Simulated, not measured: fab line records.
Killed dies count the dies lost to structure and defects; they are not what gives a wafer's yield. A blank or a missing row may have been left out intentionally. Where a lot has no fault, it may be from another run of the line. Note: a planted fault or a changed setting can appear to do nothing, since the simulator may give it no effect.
Matching of chambers / flow n5_finfet / 4 sister chambers for N5_BEOL_M12_CMP_49 on cmp-04
The step polishes, stops on SiOC, t overpolish 20.6 s, target thk 320 nm. 8 wafers are shown with their chamber, then 9 later ones without.

## WAFERS WITH THEIR CHAMBER
wafer=L085.1; chamber=2; motor_current_A (A)=5.0; barrier_field_endpoint_s (s)=30.2
wafer=L085.4; chamber=1; motor_current_A (A)=7.2; barrier_field_endpoint_s (s)=29.9
wafer=L088.1; chamber=2; motor_current_A (A)=5.4; barrier_field_endpoint_s (s)=29.4
wafer=L088.2; chamber=1; motor_current_A (A)=6.8; barrier_field_endpoint_s (s)=29.2
wafer=L088.5; chamber=0; motor_current_A (A)=5.9; barrier_field_endpoint_s (s)=32.0
wafer=L086.1; chamber=0; motor_current_A (A)=6.3; barrier_field_endpoint_s (s)=31.5
wafer=L086.3; chamber=3; motor_current_A (A)=6.2; barrier_field_endpoint_s (s)=30.5
wafer=L086.5; chamber=3; motor_current_A (A)=6.3; barrier_field_endpoint_s (s)=30.9

## WAFERS MISSING THEIR CHAMBER
wafer=L087.3; motor_current_A (A)=7.3; barrier_field_endpoint_s (s)=29.6
wafer=L087.4; motor_current_A (A)=6.0; barrier_field_endpoint_s (s)=31.6
wafer=L087.5; motor_current_A (A)=5.2; barrier_field_endpoint_s (s)=28.9
wafer=L092.1; motor_current_A (A)=6.8; barrier_field_endpoint_s (s)=29.3
wafer=L092.4; motor_current_A (A)=5.2; barrier_field_endpoint_s (s)=29.2
wafer=L092.6; motor_current_A (A)=6.8; barrier_field_endpoint_s (s)=29.6
wafer=L095.1; motor_current_A (A)=7.1; barrier_field_endpoint_s (s)=29.2
wafer=L095.2; motor_current_A (A)=5.1; barrier_field_endpoint_s (s)=29.8
wafer=L095.5; motor_current_A (A)=5.0; barrier_field_endpoint_s (s)=29.8

## WHICH CHAMBER EACH ONE RAN IN
wafer=L087.3; from the rows above=1; in truth=1
wafer=L087.4; from the rows above=can't be placed: 0 or 3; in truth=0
wafer=L087.5; from the rows above=2; in truth=2
wafer=L092.1; from the rows above=1; in truth=1
wafer=L092.4; from the rows above=2; in truth=2
wafer=L092.6; from the rows above=1; in truth=1
wafer=L095.1; from the rows above=1; in truth=1
wafer=L095.2; from the rows above=2; in truth=2
wafer=L095.5; from the rows above=2; in truth=2
Correctly placed: 8 of 9. These rows do not allow placing 1 (true chamber among the candidates in 1). Placed wrongly: 0.
How it was worked out, from the rows above alone: a wafer's distance from a chamber is the root of the sum, over the readings, of the square of ((its reading less the chamber's mean) divided by the reading's scatter). If the next closest chamber is less than 2 further off than the closest, the wafer can't be placed; otherwise it belongs to the closest. A chamber's mean is the mean of its shown wafers. The scatter: take each reading less its chamber's mean, square it, sum over the shown wafers, divide by the number of wafers less the number of chambers, and take the root.
